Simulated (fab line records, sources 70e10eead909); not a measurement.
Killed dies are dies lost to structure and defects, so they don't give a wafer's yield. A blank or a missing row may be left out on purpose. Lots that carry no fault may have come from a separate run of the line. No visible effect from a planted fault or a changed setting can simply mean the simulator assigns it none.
Chamber matching -- flow nand-harc -- NHARC_A_DECK1_JOINT_CMP_13 on cmp-01 has 4 sister chambers
The step polishes, target thk 51.023 nm. 4 wafers are shown with their chamber, then 8 later ones without.

== EACH WAFER AND ITS CHAMBER ==
wafer,chamber,motor-current-A (A)
L086.1,0,10.3
L086.3,1,11.4
L086.4,3,11.0
L089.4,2,11.1

== WAFERS WITH NO CHAMBER GIVEN ==
wafer,motor-current-A (A)
L089.5,12.0
L089.6,10.8
L092.1,11.8
L092.2,12.0
L092.6,10.6
L094.4,10.2
L094.5,10.8
L094.6,12.0

== CHAMBER TAKEN BY EACH ==
wafer,from the rows above,in truth
L089.5,can't be placed: 1 or 2 or 3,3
L089.6,can't be placed: 3 or 2 or 0 or 1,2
L092.1,can't be placed: 1 or 2 or 3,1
L092.2,can't be placed: 1 or 2 or 3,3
L092.6,can't be placed: 0 or 3 or 2 or 1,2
L094.4,can't be placed: 0 or 3 or 2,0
L094.5,can't be placed: 3 or 2 or 0 or 1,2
L094.6,can't be placed: 1 or 2 or 3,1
Placed correctly: 0 of 8. Not placeable from these rows: 8 (in 8, the candidates include the true chamber). Wrongly placed: 0.
How it was worked out, from the rows above alone: a wafer's distance from a chamber is the root of the sum, over the readings, of the square of ((its reading less the chamber's mean) divided by the reading's scatter). The wafer belongs to the nearest chamber; if the next one is less than 2 further off, it can't be placed. For every chamber, the mean is computed from those of its wafers that are shown. The scatter: with one shown wafer a chamber, the root of the mean of the squares of how far each hidden wafer lies from its nearest shown one.
